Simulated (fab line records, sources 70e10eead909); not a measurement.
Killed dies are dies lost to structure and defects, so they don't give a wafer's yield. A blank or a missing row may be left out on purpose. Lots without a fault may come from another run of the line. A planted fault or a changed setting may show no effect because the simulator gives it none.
Which tool did it? | flow nand_harc | 13 lots, 39 wafers sampled, at 5 steps of a route of 1159

WHAT THE GAUGES READ, wafer by wafer
NHARC_END_SORT_01. Usual: killed_at_array 29, standard deviation 8.4; killed_at_other 0.7, standard deviation 1.2; killed_at_periphery 3.8, standard deviation 2.1; killed_dies 33, standard deviation 9; killed_open 3.4, standard deviation 2; killed_short 2.1, standard deviation 1.4.
lot  | measured     | on        | killed_at_array | killed_at_other | killed_at_periphery | killed_dies | killed_open | killed_short | flag
L348 | day 23 14:29 | prober-01 | 32              | 0               | 5                   | 37          | 6           | 2            |

WHICH TOOL RAN EACH LOT (tool, then ch and the chambers of the sampled wafers, then the start)
lot  | NHARC_A_STAIRCASE_ETCH_194                    | NHARC_A_STAIRCASE_EXPOSE_214      | NHARC_A_STAIRCASE_TRIM_222                  | NHARC_A_STAIRCASE_ETCH_223
L331 | rie_diel-12 ch 1,3, day 11 06:50 or earlier   | krf_scanner-02 ch 0, day 11 06:50 | rie_diel-08 ch 1,3, no start                | rie_diel-08 ch 1,3, no start
L332 | rie_diel-08 ch 1,2, day 11 09:46 or earlier   | krf_scanner-04 ch 0, day 11 09:46 | rie_diel-12 ch 2,3, no start                | rie_diel-12 ch 0,3, no start
L333 | rie_diel-12 ch 2,3, day 11 17:17 or earlier   | krf_scanner-02 ch 0, day 11 17:17 | rie_diel-08 ch 0,3, no start                | rie_diel-08 ch 1,3, no start
L334 | rie_diel-08 ch 0,1, day 12 00:43 or earlier   | krf_scanner-03 ch 0, day 12 00:43 | rie_diel-08 ch 0,1,3, no start              | rie_diel-08 ch 0,1, no start
L337 | rie_diel-08 ch 0,1,3, day 12 07:04 or earlier | krf_scanner-04 ch 0, day 12 07:04 | rie_diel-06 ch 0,1,2, no start              | rie_diel-06 ch 1,3, no start
L336 | rie_diel-08 ch 0,1,3, day 12 08:22 or earlier | krf_scanner-04 ch 0, day 12 08:22 | rie_diel-06 ch 2,3, no start                | rie_diel-06 ch 0,3, no start
L339 | rie_diel-12 ch 0,1, day 12 19:39 or earlier   | krf_scanner-04 ch 0, day 12 19:39 | rie_diel-08 ch 0,1,2, no start              | rie_diel-08 ch 1,3, no start
L342 | rie_diel-12 ch 1,2,3, day 13 13:54            | krf_scanner-02 ch 0, day 13 16:20 | rie_diel-12 ch 0,2,3, no start              | rie_diel-12 ch 2,3, no start
L341 | rie_diel-12 ch 0,3, day 13 18:31 or earlier   | krf_scanner-04 ch 0, day 13 18:31 | rie_diel-12 ch 0,1,3, no start              | rie_diel-12 ch 2,3, no start
L348 | rie_diel-12 ch 0,2, day 15 09:47 or earlier   | krf_scanner-04 ch 0, day 15 09:47 | rie_diel-06 ch 0,3, day 23 14:29 or earlier | rie_diel-06 ch 0,2, day 23 14:29 or earlier
L351 | rie_diel-06 ch 0,1, day 15 23:49 or earlier   | krf_scanner-04 ch 0, day 15 23:49 | rie_diel-08 ch 0,1,2, no start              | rie_diel-08 ch 0,2, no start
L354 | rie_diel-06 ch 0,1,2, day 16 16:15 or earlier | krf_scanner-02 ch 0, day 16 16:15 | rie_diel-12 ch 0,1,3, no start              | rie_diel-12 ch 0,1, no start
L353 | rie_diel-06 ch 1,2,3, day 16 22:44 or earlier | krf_scanner-03 ch 0, day 16 22:44 | rie_diel-08 ch 0,1,3, no start              | rie_diel-08 ch 1,2, no start
- NHARC_A_STAIRCASE_ETCH_194: etches the open film in C4F8/O2, target depth 100 nm, time 40.5 s.
- NHARC_A_STAIRCASE_EXPOSE_214: exposes mask STAIR 3.
- NHARC_A_STAIRCASE_TRIM_222: chemistry O2, time 211.2 s.
- NHARC_A_STAIRCASE_ETCH_223: etches the open film in C4F8/O2, target depth 100 nm, time 40.5 s.

WHAT THE TOOLS THEMSELVES READ (means of the sampled wafers that have a number; where no wafer has one, the mark that the record gives instead)
NHARC_A_STAIRCASE_ETCH_194. Usual: oes_product_au 0.940 a.u., standard deviation 0.018; rf_vpp_V 896 V, standard deviation 4.1.
lot  | tool        | oes_product_au (a.u.) | rf_vpp_V (V) | flag
L331 | rie_diel-12 | 0.937                 | 895          |
L332 | rie_diel-08 | 0.945                 | 893          |
L333 | rie_diel-12 | 0.955                 | 895          |
L334 | rie_diel-08 | 0.955                 | 899          |
L337 | rie_diel-08 | 0.928                 | 896          |
L336 | rie_diel-08 | 0.936                 | 896          |
L339 | rie_diel-12 | 0.919                 | 899          |
L342 | rie_diel-12 | 0.991                 | 896          |
L341 | rie_diel-12 | 0.925                 | 894          |
L348 | rie_diel-12 | 0.915                 | 896          |
L351 | rie_diel-06 | 0.942                 | 898          |
L354 | rie_diel-06 | 0.946                 | 897          |
L353 | rie_diel-06 | 0.941                 | 899          |

NHARC_A_STAIRCASE_EXPOSE_214. Usual: exposure_dose_mJ_cm2 31.26, standard deviation 0.032.
lot  | tool           | exposure_dose_mJ_cm2 | flag
L331 | krf_scanner-02 | 31.30                |
L332 | krf_scanner-04 | 31.28                |
L333 | krf_scanner-02 | 31.22                |
L334 | krf_scanner-03 | 31.26                |
L337 | krf_scanner-04 | 31.23                |
L336 | krf_scanner-04 | 31.27                |
L339 | krf_scanner-04 | 31.23                |
L342 | krf_scanner-02 | 31.29                |
L341 | krf_scanner-04 | 31.28                |
L348 | krf_scanner-04 | 28.10                | OFF
L351 | krf_scanner-04 | 28.12                | OFF
L354 | krf_scanner-02 | 31.26                |
L353 | krf_scanner-03 | 31.26                |

NHARC_A_STAIRCASE_TRIM_222. Usual: drypump_motor_current_A 5.8 A, standard deviation 0.5; oes_product_au 0.998 a.u., standard deviation 0.01; rf_vpp_V 57.8 V, standard deviation 0.87; showerhead_plenum_p_Torr 3.54 Torr, standard deviation 0.12; throttle_valve_pct 17.036 %, standard deviation 0.0084.
lot  | tool        | drypump_motor_current_A (A) | oes_product_au (a.u.) | rf_vpp_V (V) | showerhead_plenum_p_Torr (Torr) | throttle_valve_pct (%) | flag
L331 | rie_diel-08 | 5.7                         | 0.989                 | 58.1         | 3.55                            | 17.041                 |
L332 | rie_diel-12 | 5.2                         | 1.004                 | 57.9         | 3.50                            | 17.027                 |
L333 | rie_diel-08 | 5.4                         | 1.000                 | 56.1         | 3.45                            | 17.042                 |
L334 | rie_diel-08 | 5.9                         | 1.005                 | 58.1         | 3.53                            | 17.034                 |
L337 | rie_diel-06 | 5.8                         | 1.001                 | 57.6         | 3.58                            | 17.032                 |
L336 | rie_diel-06 | 6.1                         | 1.010                 | 58.6         | 3.65                            | 17.036                 |
L339 | rie_diel-08 | 6.1                         | 0.999                 | 57.7         | 3.48                            | 17.031                 |
L342 | rie_diel-12 | 5.4                         | 1.002                 | 57.3         | 3.49                            | 17.031                 |
L341 | rie_diel-12 | 5.5                         | 0.990                 | 58.2         | 3.53                            | 17.036                 |
L348 | rie_diel-06 | 5.9                         | 0.989                 | 58.4         | 3.59                            | 17.040                 |
L351 | rie_diel-08 | 6.0                         | 1.004                 | 58.5         | 3.46                            | 17.037                 |
L354 | rie_diel-12 | 5.5                         | 0.984                 | 58.2         | 3.52                            | 17.037                 |
L353 | rie_diel-08 | 5.9                         | 1.006                 | 57.5         | 3.51                            | 17.038                 |

NHARC_A_STAIRCASE_ETCH_223. Usual: oes_product_au 0.937 a.u., standard deviation 0.012; rf_vpp_V 896 V, standard deviation 4.3.
lot  | tool        | oes_product_au (a.u.) | rf_vpp_V (V) | flag
L331 | rie_diel-08 | 0.929                 | 896          |
L332 | rie_diel-12 | 0.926                 | 895          |
L333 | rie_diel-08 | 0.937                 | 900          |
L334 | rie_diel-08 | 0.927                 | 896          |
L337 | rie_diel-06 | 0.946                 | 900          |
L336 | rie_diel-06 | 0.957                 | 897          |
L339 | rie_diel-08 | 0.941                 | 899          |
L342 | rie_diel-12 | 0.935                 | 895          |
L341 | rie_diel-12 | 0.925                 | 893          |
L348 | rie_diel-06 | 0.935                 | 896          |
L351 | rie_diel-08 | 0.933                 | 888          |
L354 | rie_diel-12 | 0.924                 | 897          |
L353 | rie_diel-08 | 0.935                 | 897          |

THE ANSWER, worked out from the rows above alone
Rule: a lot is off if the mean of its wafers that have a number lies more than 3 standard deviations from the usual mean. A lot without any number at a reading at which 4 lots or more have one is off too. The other lots that the step has rows for count as sound. The gauges are gone through in route order, then the tools' own readings, and for those a lot's mean is taken as printed above. The first step at which some lot is off is used, and at that step the reading that is off furthest; a lot without a number counts as furthest.
Off: L348, L351, at NHARC_A_STAIRCASE_EXPOSE_214 (exposure_dose_mJ_cm2).
A tool fits if, at that step or a process step before it, it ran every lot that is off, and no sound lot after the first of them. NHARC_A_STAIRCASE_ETCH_194 gives no start for some lots, so the hours and the order of its lots are those of NHARC_A_STAIRCASE_EXPOSE_214. One fits: krf_scanner-04 at NHARC_A_STAIRCASE_EXPOSE_214. Its last sound lot is L341 (day 13 18:31), its first lot that is off L348 (day 15 09:47): a fault that began between those two fits.
The tool's own readings at NHARC_A_STAIRCASE_EXPOSE_214 bear it out: on the lots that are off they differ by more than 5 times the standard deviation of the sound lots' means. exposure_dose_mJ_cm2 reads 28.11 there against 31.26 on the sound lots.

WHAT THE SIMULATOR HAD PUT IN
Process parameter drift: krf_scanner-04, from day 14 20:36 on, at NHARC_A_STAIRCASE_EXPOSE_214. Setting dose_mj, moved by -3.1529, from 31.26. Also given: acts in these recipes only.
Lots struck among those shown: L348, L351. The rule above found the same.
